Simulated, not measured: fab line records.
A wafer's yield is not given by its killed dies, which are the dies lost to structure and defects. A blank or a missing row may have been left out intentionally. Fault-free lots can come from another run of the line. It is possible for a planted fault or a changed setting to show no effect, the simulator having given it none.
Matching of chambers :: flow nand harc :: rie diel-07 running NHARC_THIN_TSV_DESCUM_14: 4 sister chambers
The step chemistry O2, time 3 s. 14 wafers are shown with their chamber, then 7 later ones without.

== WAFERS PAIRED WITH THEIR CHAMBERS ==
wafer: L589.1
chamber: 2
showerhead plenum p Torr (Torr): 1.97
drypump motor current A (A): 5.3
oes product au (a.u.): 1.034

wafer: L589.2
chamber: 3
showerhead plenum p Torr (Torr): 1.92
drypump motor current A (A): 6.2
oes product au (a.u.): 0.963

wafer: L589.5
chamber: 1
showerhead plenum p Torr (Torr): 1.90
drypump motor current A (A): 6.7
oes product au (a.u.): 0.968

wafer: L592.3
chamber: 2
showerhead plenum p Torr (Torr): 1.97
drypump motor current A (A): 5.3
oes product au (a.u.): 1.020

wafer: L592.4
chamber: 0
showerhead plenum p Torr (Torr): 1.79
drypump motor current A (A): 6.2
oes product au (a.u.): 1.015

wafer: L592.6
chamber: 3
showerhead plenum p Torr (Torr): 1.92
drypump motor current A (A): 6.2
oes product au (a.u.): 0.974

wafer: L591.2
chamber: 3
showerhead plenum p Torr (Torr): 1.92
drypump motor current A (A): 6.2
oes product au (a.u.): 0.971

wafer: L591.4
chamber: 2
showerhead plenum p Torr (Torr): 1.97
drypump motor current A (A): 5.3
oes product au (a.u.): 1.036

wafer: L591.5
chamber: 0
showerhead plenum p Torr (Torr): 1.79
drypump motor current A (A): 6.3
oes product au (a.u.): 1.024

wafer: L601.1
chamber: 2
showerhead plenum p Torr (Torr): 1.97
drypump motor current A (A): 5.3
oes product au (a.u.): 1.035

wafer: L601.4
chamber: 0
showerhead plenum p Torr (Torr): 1.79
drypump motor current A (A): 6.2
oes product au (a.u.): 1.022

wafer: L601.6
chamber: 0
showerhead plenum p Torr (Torr): 1.79
drypump motor current A (A): 6.2
oes product au (a.u.): 1.010

wafer: L605.1
chamber: 0
showerhead plenum p Torr (Torr): 1.79
drypump motor current A (A): 6.2
oes product au (a.u.): 1.013

wafer: L605.3
chamber: 1
showerhead plenum p Torr (Torr): 1.89
drypump motor current A (A): 6.7
oes product au (a.u.): 0.979

SIGNATURES (means of the wafers above)
reading: showerhead plenum p Torr
chamber 0: 1.7900
chamber 1: 1.8950
chamber 2: 1.9700
chamber 3: 1.9200
scatter within a chamber: 0.00224

reading: drypump motor current A
chamber 0: 6.220
chamber 1: 6.700
chamber 2: 5.300
chamber 3: 6.200
scatter within a chamber: 0.0283

reading: oes product au
chamber 0: 1.01680
chamber 1: 0.97350
chamber 2: 1.03125
chamber 3: 0.96933
scatter within a chamber: 0.00662
Rule: a wafer lies at a distance from a chamber equal to the root of the sum of squares, over the readings, of (its reading less the chamber's mean, divided by the reading's scatter). If the next closest chamber is less than 2 further off than the closest, the wafer can't be placed; otherwise it belongs to the closest. The scatter: the root of (the sum of the squares of (reading less its chamber's mean) over the shown wafers, divided by (wafers less chambers)).

== WAFERS MISSING THEIR CHAMBER ==
wafer: L605.6
showerhead plenum p Torr (Torr): 1.97
drypump motor current A (A): 5.3
oes product au (a.u.): 1.024

wafer: L607.1
showerhead plenum p Torr (Torr): 1.97
drypump motor current A (A): 5.3
oes product au (a.u.): 1.033

wafer: L607.3
showerhead plenum p Torr (Torr): 1.89
drypump motor current A (A): 6.7
oes product au (a.u.): 0.987

wafer: L607.4
showerhead plenum p Torr (Torr): 1.79
drypump motor current A (A): 6.3
oes product au (a.u.): 1.019

wafer: L610.1
showerhead plenum p Torr (Torr): 1.97
drypump motor current A (A): 5.3
oes product au (a.u.): 1.043

wafer: L610.3
showerhead plenum p Torr (Torr): 1.89
drypump motor current A (A): 6.6
oes product au (a.u.): 0.987

wafer: L610.6
showerhead plenum p Torr (Torr): 1.79
drypump motor current A (A): 6.2
oes product au (a.u.): 1.030

== CHAMBER TAKEN BY EACH ==
wafer: L605.6
from the rows above: 2
in truth: 2

wafer: L607.1
from the rows above: 2
in truth: 2

wafer: L607.3
from the rows above: 1
in truth: 1

wafer: L607.4
from the rows above: 0
in truth: 0

wafer: L610.1
from the rows above: 2
in truth: 2

wafer: L610.3
from the rows above: 1
in truth: 1

wafer: L610.6
from the rows above: 0
in truth: 0
Placed correctly: 7 of 7. From these rows, 0 cannot be placed. Number placed wrongly: 0.
